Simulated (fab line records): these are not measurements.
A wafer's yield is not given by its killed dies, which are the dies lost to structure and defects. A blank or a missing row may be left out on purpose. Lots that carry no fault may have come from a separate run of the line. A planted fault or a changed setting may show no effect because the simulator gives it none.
Problem report in the 8D (eight disciplines) form, filled by code || flow nand harc || the parts of the form that need people (team, actions taken, sign-off) are left out

## 1. PROBLEM STATEMENT
At NHARC_A_SOURCE_PLATE_THK_MEAS_06, thk nm averages 286.1 nm over 6 wafers from 2 lots, while fault-free wafers read 199.3 nm, standard deviation 2.2. Relative to the usual mean, that is a shift of +39 standard deviations.
The step: measures by ellipsometry.
The first sign was on wafer L506.1 at day 13 16:37, on film metro-02. The record has a number at this step for 36 wafers belonging to 12 lots. Rule for "out" (also "out of limits"): further than 4 standard deviations from the usual mean. Any other wafer with a number is counted as sound.

## 2. WHAT THIS IS AND IS NOT
{"question": "which readings at this step", "is": "thk nm", "is not": "-"}
{"question": "which lots", "is": "L505, L506", "is not": "L492, L493, L496, L497, L498, L501, L502, L512, L513, L514"}
{"question": "which wafers of those lots", "is": "all that have a number", "is not": "-"}
{"question": "read on which gauges", "is": "film metro-01, film metro-02", "is not": "-"}
{"question": "when", "is": "from day 13 16:37", "is not": "up to then (21 sound wafers); but 9 sound wafers of L512, L513, L514 came after"}

## 3. SUSPECTS, AND WHAT RULES EACH OUT
Counting: a tool stays on the suspect list if, at a process step up to the reading, it processed all lots that are out and no sound lot following the first of them.
- ruled out: the gauge at NHARC_A_SOURCE_PLATE_THK_MEAS_06. Those wafers that are out were read across 2 gauges (film metro-01, film metro-02).
- lpcvd poly-02 at NHARC_A_SOURCE_PLATE_CVD_03 (deposits poly-Si, target thk 200 nm, time 4000 s): ruled out as a lasting fault. Sound lots L512, L513 ran on it after its first lot that is out, L505 (day 13 03:49).
Left after counting: nothing in the record.

## 4. THE CAUSE (what the simulator had put in)
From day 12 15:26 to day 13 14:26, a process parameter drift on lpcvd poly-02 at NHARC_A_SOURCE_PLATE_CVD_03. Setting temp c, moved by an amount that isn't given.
The count ruled it out by mistake, since the rule takes a fault to strike every lot its tool runs from the start of the fault on, and this one did not do so.

## 5. SEQUENCE OF EFFECTS, ordered by route
Each row: a reading whose mean over the struck wafers that have a number lies more than 3 standard deviations from the usual. Readings are gone through only where the record gives a usual standard deviation; hours: the median, over the lots, of the time from a lot's start at the first step in this table giving one to that lot's start at this step; sigmas: the change measured in usual standard deviations.
{"hours": 0, "step": "NHARC_A_SOURCE_PLATE_CVD_03", "reading": "spike tc bottom C", "usual": "643.5 C", "on struck wafers": 660.6, "change": "+17.1", "sigmas": "+8.2"}
{"hours": 0, "step": "NHARC_A_SOURCE_PLATE_CVD_03", "reading": "spike tc centre C", "usual": "620.7 C", "on struck wafers": 636.1, "change": "+15.4", "sigmas": "+11"}
{"hours": 0, "step": "NHARC_A_SOURCE_PLATE_CVD_03", "reading": "spike tc lower C", "usual": "619.6 C", "on struck wafers": 635.5, "change": "+15.9", "sigmas": "+14"}
{"hours": 0, "step": "NHARC_A_SOURCE_PLATE_CVD_03", "reading": "spike tc top C", "usual": "637.2 C", "on struck wafers": 654.9, "change": "+17.7", "sigmas": "+6.8"}
{"hours": 0, "step": "NHARC_A_SOURCE_PLATE_CVD_03", "reading": "spike tc upper C", "usual": "620.5 C", "on struck wafers": 638.4, "change": "+17.9", "sigmas": "+13"}
{"hours": 13, "step": "NHARC_A_SOURCE_PLATE_THK_MEAS_06", "reading": "thk nm", "usual": "199.3 nm", "on struck wafers": 286.1, "change": "+86.8", "sigmas": "+39"}
It contains these process steps:
- NHARC_A_SOURCE_PLATE_CVD_03: deposits poly-Si, target thk 200 nm, time 4000 s.
Later measuring or inspecting steps at which every struck wafer that the step has a row for has a number for every such reading, and none has moved that far: NHARC_A_ONON_D1_THK_MEAS_02, NHARC_A_ONON_D1_THK_MEAS_08.

## 6. WHAT WOULD HAVE CAUGHT IT SOONER
Counted from the fault's start at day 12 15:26, it took 25 hours until the first out-of-limits reading at a measuring or inspecting step in this record, taken at day 13 16:37.
At NHARC_A_SOURCE_PLATE_CVD_03, the tool's own readings (spike tc bottom C, spike tc centre C, spike tc lower C, spike tc top C, spike tc upper C) were out on each struck wafer the step has a row for, so an alarm limit on them would have fired on the first such wafer.
